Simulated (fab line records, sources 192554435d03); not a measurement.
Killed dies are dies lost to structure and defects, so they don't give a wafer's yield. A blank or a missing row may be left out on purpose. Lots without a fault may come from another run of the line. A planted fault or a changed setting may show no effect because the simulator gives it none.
Which tool did it? | flow n5_finfet | 10 lots, 28 wafers sampled, at 5 steps of a route of 1938

WHAT THE GAUGES READ, wafer by wafer
N5_BEOL_M4_RC_MEAS_101. Usual: DIBL_N 36.3 mV/V, standard deviation 1.8; DIBL_P 36.5 mV/V, standard deviation 2.1; IOFF_N 0.16 nA/um, standard deviation 0.031; IOFF_P 0.22 nA/um, standard deviation 0.038; ION_N 677 uA/um, standard deviation 12; ION_P 466 uA/um, standard deviation 7.8; SS_N 71.5 mV/dec, standard deviation 0.61; SS_P 73.2 mV/dec, standard deviation 0.7; VT_N 249 mV, standard deviation 3; VT_P -248.9 mV, standard deviation 3.
lot  | measured     | on        | DIBL_N (mV/V)  | DIBL_P (mV/V)  | IOFF_N (nA/um) | IOFF_P (nA/um) | ION_N (uA/um) | ION_P (uA/um) | SS_N (mV/dec)  | SS_P (mV/dec)  | VT_N (mV)   | VT_P (mV)            | flag
L534 | day 8 17:48  | prober-02 | 32.9 38.3 37.4 | 32.6 39.2 38.4 | 0.10 0.17 0.18 | 0.14 0.22 0.21 | 663 668 686   | 462 453 469   | 70.6 72.1 71.9 | 72.1 73.9 72.8 | 254 249 249 | -253.9 -248.2 -249.4 |
L533 | day 8 19:02  | prober-02 | 34.6 36.4 34.8 | 35.1 37.0 34.2 | 0.14 0.17 0.13 | 0.22 0.24 0.21 | 676 682 662   | 472 474 464   | 71.2 70.5 71.4 | 73.5 73.3 72.3 | 251 246 252 | -245.7 -246.0 -249.5 |
L535 | day 9 08:14  | prober-02 | 38.2 36.2 39.2 | 38.6 36.3 38.9 | 0.20 0.17 0.22 | 0.24 0.20 0.27 | 693 688 691   | 464 462 466   | 72.0 71.4 72.4 | 73.6 72.0 73.8 | 247 250 244 | -246.9 -250.2 -246.2 |
L536 | day 9 09:10  | prober-02 | 35.9 36.7 36.4 | 36.8 37.7 37.2 | 0.15 0.17 0.16 | 0.20 0.22 0.20 | 667 664 687   | 456 459 463   | 72.2 72.4 71.9 | 73.3 73.4 73.5 | 250 252 248 | -249.2 -251.5 -251.7 |
L537 | day 9 15:04  | prober-02 | 38.6 36.0 37.0 | 37.6 36.0 36.9 | 0.19 0.16 0.17 | 0.25 0.23 0.23 | 681 691 694   | 468 473 472   | 71.4 71.2 70.9 | 74.4 73.8 73.6 | 248 247 248 | -248.4 -246.6 -249.9 |
L539 | day 10 13:41 | prober-01 | 35.2 39.7 40.4 | 34.4 39.6 41.0 | 0.14 0.22 0.24 | 0.19 0.26 0.30 | 678 673 703   | 469 460 474   | 71.7 72.0 71.7 | 72.3 74.2 74.4 | 249 247 242 | -249.9 -245.4 -245.9 |
L542 | day 10 18:19 | prober-02 | 34.3 34.2 34.7 | 34.6 35.0 35.8 | 0.14 0.15 0.14 | 0.21 0.21 0.21 | 661 677 662   | 460 472 460   | 71.6 71.1 72.2 | 73.9 73.3 73.0 | 251 250 252 | -247.7 -246.4 -247.3 |
L551 | day 12 17:07 | prober-02 | 34.7 34.2      | 34.4 34.0      | 0.14 0.14      | 0.19 0.18      | 663 664       | 455 462       | 70.9 71.3      | 72.5 72.1      | 252 251     | -250.7 -254.4        |
L550 | day 12 17:38 | prober-01 | 35.2 35.4 36.0 | 34.0 34.4 35.0 | 0.14 0.14 0.16 | 0.20 0.20 0.22 | 668 670 685   | 466 470 478   | 71.4 70.9 71.8 | 72.5 72.0 72.4 | 251 250 248 | -248.6 -248.9 -248.1 |
L553 | day 13 12:35 | prober-02 | 33.1 35.5      | 33.0 35.7      | 0.12 0.16      | 0.19 0.23      | 661 669       | 466 469       | 70.7 70.9      | 71.9 72.7      | 255 248     | -247.7 -248.0        |

WHICH TOOL RAN EACH LOT (tool, then ch and the chambers of the sampled wafers, then the start)
lot  | N5_BEOL_M4_VIA_ETCH_34             | N5_BEOL_M4_ALD_84                   | N5_BEOL_M4_SURFACE_TREAT_85  | N5_BEOL_M4_CVD_47
L534 | rie_diel-02 ch 0,1,3, day 8 13:08  | ald_metal-02 ch 0,1, day 8 14:01    | pvd_sputter-03, day 8 14:21  | cvd_co-01 ch 1,2, day 8 14:25
L533 | rie_diel-02 ch 1,2,3, day 8 13:52  | ald_metal-01 ch 0,2,3, day 8 14:29  | pvd_sputter-02, day 8 14:44  | cvd_co-02 ch 0,1,2, day 8 14:58
L535 | rie_diel-02 ch 0,1,3, day 9 01:54  | ald_metal-04 ch 0,3, day 9 03:01    | pvd_sputter-03, day 9 05:01  | cvd_co-01 ch 0,1,2, day 9 05:05
L536 | rie_diel-01 ch 1,2, day 9 02:22    | ald_metal-01 ch 0,3, day 9 03:12    | pvd_sputter-03, day 9 05:03  | cvd_co-02 ch 0,1, day 9 05:20
L537 | rie_diel-02 ch 1,2,3, day 9 10:11  | ald_metal-02 ch 2,3, day 9 10:56    | pvd_sputter-02, day 9 11:13  | cvd_co-01 ch 2, day 9 11:20
L539 | rie_diel-05 ch 1,3, day 10 08:43   | ald_metal-02 ch 0,1,2, day 10 09:51 | pvd_sputter-01, day 10 10:14 | cvd_co-01 ch 1,2, day 10 10:19
L542 | rie_diel-02 ch 0,1,3, day 10 13:06 | ald_metal-01 ch 0,2,3, day 10 14:04 | pvd_sputter-01, day 10 14:19 | cvd_co-02 ch 0,1,2, day 10 14:22
L551 | rie_diel-01 ch 1,2, day 12 12:31   | ald_metal-02 ch 0,2, day 12 13:35   | pvd_sputter-03, day 12 13:50 | cvd_co-01 ch 0,1, day 12 13:58
L550 | rie_diel-02 ch 0,1,2, day 12 12:38 | ald_metal-01 ch 0,2,3, day 12 13:43 | pvd_sputter-03, day 12 13:59 | cvd_co-01 ch 0,1,2, day 12 14:07
L553 | rie_diel-01 ch 0,2, day 13 08:11   | ald_metal-01 ch 0,1, day 13 09:02   | pvd_sputter-03, day 13 09:17 | cvd_co-01 ch 0,2, day 13 09:20
- N5_BEOL_M4_VIA_ETCH_34: etches the open film in C4F6/O2, target depth 69.4 nm, time 65.9 s.
- N5_BEOL_M4_ALD_84: deposits TaN, pulse time 2 s, purge time 3 s, co reactant purge time 2 s.
- N5_BEOL_M4_SURFACE_TREAT_85
- N5_BEOL_M4_CVD_47: deposits Co from CCTBA/H2, target thk 3 nm, time 223.8 s.

WHAT THE TOOLS THEMSELVES READ (means of the sampled wafers that have a number; where no wafer has one, the mark that the record gives instead)
N5_BEOL_M4_VIA_ETCH_34. Usual: bias_w 170.0 W, standard deviation 0.47; drypump_motor_current_A 5.9 A, standard deviation 0.6; oes_product_au 0.79 a.u., standard deviation 0.086; rf_vpp_V 668 V, standard deviation 10; showerhead_plenum_p_Torr 2.88 Torr, standard deviation 0.11; throttle_valve_pct 30.8 %, standard deviation 0.3.
lot  | tool        | bias_w (W) | drypump_motor_current_A (A) | oes_product_au (a.u.) | rf_vpp_V (V) | showerhead_plenum_p_Torr (Torr) | throttle_valve_pct (%) | flag
L534 | rie_diel-02 | 169.9      | 6.2                         | 0.83                  | 670          | 2.99                            | 30.6                   |
L533 | rie_diel-02 | 170.0      | 6.0                         | 0.88                  | 667          | 2.96                            | 30.7                   |
L535 | rie_diel-02 | 169.7      | 6.2                         | 0.85                  | 670          | 2.99                            | 30.6                   |
L536 | rie_diel-01 | 169.6      | 5.7                         | 0.78                  | 669          | 2.90                            | 30.9                   |
L537 | rie_diel-02 | 170.0      | 6.0                         | 0.87                  | 667          | 2.96                            | 30.6                   |
L539 | rie_diel-05 | 170.1      | 6.3                         | 0.70                  | 654          | 2.73                            | 30.5                   |
L542 | rie_diel-02 | 170.2      | 6.3                         | 0.83                  | 669          | 2.98                            | 30.6                   |
L551 | rie_diel-01 | 170.6      | 5.5                         | 0.74                  | 668          | 2.83                            | 30.9                   |
L550 | rie_diel-02 | 170.2      | 6.1                         | 0.78                  | 675          | 2.91                            | 30.5                   |
L553 | rie_diel-01 | 170.3      | 5.8                         | 0.70                  | 668          | 2.76                            | 31.0                   |

N5_BEOL_M4_ALD_84. Usual: heater_power_outer_w 227 W, standard deviation 26; heater_power_w 418 W, standard deviation 44; mfc_carrier_sccm 1500 sccm, standard deviation 4.4; susceptor_temp_C 275.03 C, standard deviation 0.2.
lot  | tool         | heater_power_outer_w (W) | heater_power_w (W) | mfc_carrier_sccm (sccm) | susceptor_temp_C (C) | flag
L534 | ald_metal-02 | 210                      | 407                | 1496                    | 275.24               |
L533 | ald_metal-01 | 244                      | 420                | 1502                    | 274.98               |
L535 | ald_metal-04 | 248                      | 441                | 1501                    | 275.01               |
L536 | ald_metal-01 | 225                      | 395                | 1500                    | 275.10               |
L537 | ald_metal-02 | 251                      | 472                | 1495                    | 275.04               |
L539 | ald_metal-02 | 220                      | 423                | 1498                    | 274.97               |
L542 | ald_metal-01 | 241                      | 434                | 1503                    | 275.10               |
L551 | ald_metal-02 | 223                      | 423                | 1497                    | 275.00               |
L550 | ald_metal-01 | 242                      | 432                | 1503                    | 274.99               |
L553 | ald_metal-01 | 208                      | 385                | 1507                    | 274.82               |

N5_BEOL_M4_CVD_47. Usual: run_length_s 246.7 s, standard deviation 0.7.
lot  | tool      | run_length_s (s) | flag
L534 | cvd_co-01 | 246.4            |
L533 | cvd_co-02 | 247.2            |
L535 | cvd_co-01 | 246.6            |
L536 | cvd_co-02 | 246.4            |
L537 | cvd_co-01 | 246.2            |
L539 | cvd_co-01 | 246.5            |
L542 | cvd_co-02 | 246.9            |
L551 | cvd_co-01 | 217.8            | OFF
L550 | cvd_co-01 | 227.0            | OFF
L553 | cvd_co-01 | 217.1            | OFF

THE ANSWER, worked out from the rows above alone
Rule: a lot is off if the mean of its wafers that have a number lies more than 3 standard deviations from the usual mean. A lot without any number at a reading at which 4 lots or more have one is off too. The other lots that the step has rows for count as sound. The gauges are gone through in route order, then the tools' own readings, and for those a lot's mean is taken as printed above. The first step at which some lot is off is used, and at that step the reading that is off furthest; a lot without a number counts as furthest.
Off: L551, L550, L553, at N5_BEOL_M4_CVD_47 (run_length_s).
A tool fits if, at that step or a process step before it, it ran every lot that is off, and no sound lot after the first of them. Can't be told from this: 2 tools fit, pvd_sputter-03 at N5_BEOL_M4_SURFACE_TREAT_85, cvd_co-01 at N5_BEOL_M4_CVD_47.

WHAT THE SIMULATOR HAD PUT IN
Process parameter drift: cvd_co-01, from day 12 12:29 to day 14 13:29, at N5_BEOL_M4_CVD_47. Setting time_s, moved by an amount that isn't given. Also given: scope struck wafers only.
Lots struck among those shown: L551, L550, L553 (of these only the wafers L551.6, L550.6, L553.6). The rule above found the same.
